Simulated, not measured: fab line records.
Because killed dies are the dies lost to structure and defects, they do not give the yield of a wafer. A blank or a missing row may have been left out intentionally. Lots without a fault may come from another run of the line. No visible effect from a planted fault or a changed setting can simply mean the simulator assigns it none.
The tool behind it: which one? / flow n5-finfet / 8 lots, 24 wafers sampled, at 5 steps of a route of 1938

WHAT THE GAUGES READ, wafer by wafer
N5_BEOL_M4_RC_MEAS_101.
lot=L906; measured=day 8 02:21; on=prober-01; IOFF_N (nA/um)=0.169 0.150 0.137
lot=L911; measured=day 10 15:31; on=prober-02; IOFF_N (nA/um)=0.178 0.186 0.139
lot=L912; measured=day 10 18:52; on=prober-01; IOFF_N (nA/um)=0.137 0.155 0.140
lot=L913; measured=day 10 18:29; on=prober-02; IOFF_N (nA/um)=0.184 0.135 0.135
lot=L921; measured=day 12 20:43; on=prober-02; IOFF_N (nA/um)=0.133 0.149 0.431
lot=L925; measured=day 13 12:34; on=prober-02; IOFF_N (nA/um)=0.126 0.127 0.115
lot=L928; measured=day 13 19:12; on=prober-01; IOFF_N (nA/um)=0.147 0.182 0.170
lot=L929; measured=day 14 19:49; on=prober-02; IOFF_N (nA/um)=0.187 0.119 0.208

WHICH TOOL RAN EACH LOT (tool, then ch and the chambers of the sampled wafers, then the start)
lot=L906; N5_DUMMY_GATE_ETCH_29=rie-diel-02 ch 1,2,3, day 3 04:13; N5_DUMMY_GATE_STRIP_41=rie-diel-02 ch 1,2,3, day 3 04:37; N5_DUMMY_GATE_STRIP_48=rie-diel-05 ch 1,2,3, day 3 05:07; N5_SPACER0_ALD_00=ald-sin-03 ch 1,2,3, day 3 06:26
lot=L911; N5_DUMMY_GATE_ETCH_29=rie-diel-02 ch 0,2,3, day 4 10:10; N5_DUMMY_GATE_STRIP_41=rie-diel-05 ch 1,2, day 4 10:34; N5_DUMMY_GATE_STRIP_48=rie-diel-02 ch 2,3, day 4 11:04; N5_SPACER0_ALD_00=ald-sin-04 ch 0,3, day 4 11:26
lot=L912; N5_DUMMY_GATE_ETCH_29=rie-diel-04 ch 0,3, day 4 13:04; N5_DUMMY_GATE_STRIP_41=rie-diel-05 ch 0,1,2, day 4 13:31; N5_DUMMY_GATE_STRIP_48=rie-diel-05 ch 0,1,3, day 4 14:01; N5_SPACER0_ALD_00=ald-sin-01 ch 2,3, day 4 14:56
lot=L913; N5_DUMMY_GATE_ETCH_29=rie-diel-04 ch 0,2,3, day 4 18:01; N5_DUMMY_GATE_STRIP_41=rie-diel-05 ch 1,2, day 4 18:30; N5_DUMMY_GATE_STRIP_48=rie-diel-04 ch 0,1,3, day 4 19:13; N5_SPACER0_ALD_00=ald-sin-04 ch 0,1, day 4 21:02
lot=L921; N5_DUMMY_GATE_ETCH_29=rie-diel-04 ch 0,3, day 6 16:52; N5_DUMMY_GATE_STRIP_41=rie-diel-02 ch 0,2, day 6 17:33; N5_DUMMY_GATE_STRIP_48=rie-diel-05 ch 0,1, day 6 18:04; N5_SPACER0_ALD_00=ald-sin-04 ch 0,2,3, day 6 18:44
lot=L925; N5_DUMMY_GATE_ETCH_29=rie-diel-04 ch 1,3, day 7 20:09; N5_DUMMY_GATE_STRIP_41=rie-diel-05 ch 1,2,3, day 7 20:34; N5_DUMMY_GATE_STRIP_48=rie-diel-05 ch 0,2, day 7 21:03; N5_SPACER0_ALD_00=ald-sin-01 ch 0,3, day 7 21:26
lot=L928; N5_DUMMY_GATE_ETCH_29=rie-diel-02 ch 0,2,3, day 8 11:37; N5_DUMMY_GATE_STRIP_41=rie-diel-05 ch 0,1,2, day 8 12:14; N5_DUMMY_GATE_STRIP_48=rie-diel-05 ch 0,2,3, day 8 12:48; N5_SPACER0_ALD_00=ald-sin-01 ch 2,3, day 8 13:11
lot=L929; N5_DUMMY_GATE_ETCH_29=rie-diel-02 ch 0,3, day 8 16:59; N5_DUMMY_GATE_STRIP_41=rie-diel-02 ch 0,1,2, day 8 17:23; N5_DUMMY_GATE_STRIP_48=rie-diel-05 ch 0,2,3, day 8 17:53; N5_SPACER0_ALD_00=ald-sin-01 ch 0,2,3, day 8 19:46
- N5_DUMMY_GATE_ETCH_29: etches underlayer in N2/H2, target depth 13 nm.
- N5_DUMMY_GATE_STRIP_41: strips in O2.
- N5_DUMMY_GATE_STRIP_48: strips in N2/H2, time 20 s.
- N5_SPACER0_ALD_00: deposits SiOCN, target thk 3.5 nm, pulse time 3 s, purge time 2 s.

THE ANSWER, worked out from the rows above alone
Rule: the lots themselves supply what counts as usual. Put in order of their means at a reading, lots are off if they are a third of the lots or fewer, leave a main group of 4 or more, and stand apart from it by a gap of 3 or more times the standard deviation of the main group's means; of several such gaps the widest counts. Not used: any main group whose means are identical at the precision the tables above print for the reading. Also off: a lot with no number at a reading for which 4 or more lots have one. The other lots that the step has rows for count as sound.
Off: at N5_BEOL_M4_RC_MEAS_101 (IOFF_N), L921. Mean 0.154 nA/um and standard deviation 0.016 in the main group.
A tool fits if, at a process step before that reading, it ran every lot that is off, and no sound lot after the first of them. The gauges at N5_BEOL_M4_RC_MEAS_101 are tried like those tools. One fits: N5_SPACER0_ALD_00 on ald-sin-04. A fault onset in the window from L913 (day 4 21:02, its last sound lot) to L921 (day 6 18:44, its first lot off) fits.

WHAT THE SIMULATOR PUT IN
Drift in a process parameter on ald-sin-04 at N5_SPACER0_ALD_00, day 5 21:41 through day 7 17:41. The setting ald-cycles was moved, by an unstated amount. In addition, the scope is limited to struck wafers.
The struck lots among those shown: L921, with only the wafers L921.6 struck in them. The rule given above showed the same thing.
